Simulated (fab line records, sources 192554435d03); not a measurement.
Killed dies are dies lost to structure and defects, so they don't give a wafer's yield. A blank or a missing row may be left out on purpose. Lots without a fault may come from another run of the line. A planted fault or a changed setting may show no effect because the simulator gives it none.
Chamber matching | flow n5_finfet | N5_BEOL_M1_ETCH_64 on rie_diel-02: 4 sister chambers
The step etches SOC in N2/H2, target depth 75 nm, overetch 15 nm, time 112.5 s. 22 wafers are shown with their chamber, then 11 later ones without.

WAFERS WITH THEIR CHAMBER
wafer  | chamber | showerhead_plenum_p_Torr (Torr) | drypump_motor_current_A (A) | throttle_valve_pct (%)
L075.2 | 1       | 2.72                            | 6.6                         | 17.73
L075.4 | 0       | 2.62                            | 6.2                         | 17.77
L075.6 | 2       | 2.45                            | 5.3                         | 17.76
L077.1 | 0       | 2.62                            | 6.2                         | 17.76
L077.4 | 1       | 2.72                            | 6.6                         | 17.72
L077.5 | 0       | 2.62                            | 6.2                         | 17.76
L076.1 | 2       | 2.45                            | 5.3                         | 17.76
L076.4 | 0       | 2.62                            | 6.1                         | 17.77
L076.5 | 3       | 2.59                            | 5.3                         | 18.10
L079.1 | 0       | 2.62                            | 6.2                         | 17.78
L079.4 | 3       | 2.59                            | 5.2                         | 18.11
L079.6 | 3       | 2.59                            | 5.2                         | 18.12
L083.2 | 0       | 2.62                            | 6.1                         | 17.80
L083.4 | 2       | 2.45                            | 5.3                         | 17.76
L083.6 | 2       | 2.45                            | 5.3                         | 17.78
L084.1 | 2       | 2.45                            | 5.3                         | 17.77
L084.4 | 3       | 2.59                            | 5.2                         | 18.12
L084.6 | 3       | 2.59                            | 5.2                         | 18.13
L085.2 | 1       | 2.71                            | 6.6                         | 17.76
L085.3 | 3       | 2.59                            | 5.2                         | 18.13
L085.4 | 1       | 2.71                            | 6.6                         | 17.75
L086.1 | 1       | 2.71                            | 6.6                         | 17.77

SIGNATURES (means of the wafers above)
reading                  | chamber 0 | chamber 1 | chamber 2 | chamber 3 | scatter within a chamber
showerhead_plenum_p_Torr | 2.6200    | 2.7140    | 2.4500    | 2.5900    | 0.00258
drypump_motor_current_A  | 6.167     | 6.600     | 5.300     | 5.217     | 0.0347
throttle_valve_pct       | 17.7733   | 17.7460   | 17.7660   | 18.1183   | 0.0146
Rule: a wafer's distance from a chamber is the root of the sum, over the readings, of the square of ((its reading less the chamber's mean) divided by the reading's scatter). The wafer belongs to the nearest chamber; if the next one is less than 2 further off, it can't be placed. The scatter: the root of (the sum of the squares of (reading less its chamber's mean) over the shown wafers, divided by (wafers less chambers)).

WAFERS WITHOUT THEIR CHAMBER
wafer  | showerhead_plenum_p_Torr (Torr) | drypump_motor_current_A (A) | throttle_valve_pct (%)
L086.5 | 2.59                            | 5.2                         | 18.12
L086.6 | 2.71                            | 6.6                         | 17.77
L089.2 | 2.58                            | 5.3                         | 18.16
L089.3 | 2.71                            | 6.6                         | 17.77
L089.6 | 2.44                            | 5.3                         | 17.80
L091.1 | 2.62                            | 6.1                         | 17.33
L091.2 | 2.58                            | 5.3                         | 18.15
L091.6 | 2.58                            | 5.2                         | 18.15
L096.2 | 2.61                            | 6.2                         | 17.34
L096.4 | 2.44                            | 5.3                         | 17.82
L096.5 | 2.61                            | 6.2                         | 17.32

WHICH CHAMBER EACH WENT THROUGH
wafer  | from the rows above | in truth
L086.5 | 3                   | 3
L086.6 | 1                   | 1
L089.2 | 3                   | 3
L089.3 | 1                   | 1
L089.6 | 2                   | 2
L091.1 | 0                   | 0
L091.2 | 3                   | 3
L091.6 | 3                   | 3
L096.2 | 0                   | 0
L096.4 | 2                   | 2
L096.5 | 0                   | 0
Placed correctly: 11 of 11. Can't be placed from these rows: 0. Placed wrongly: 0.
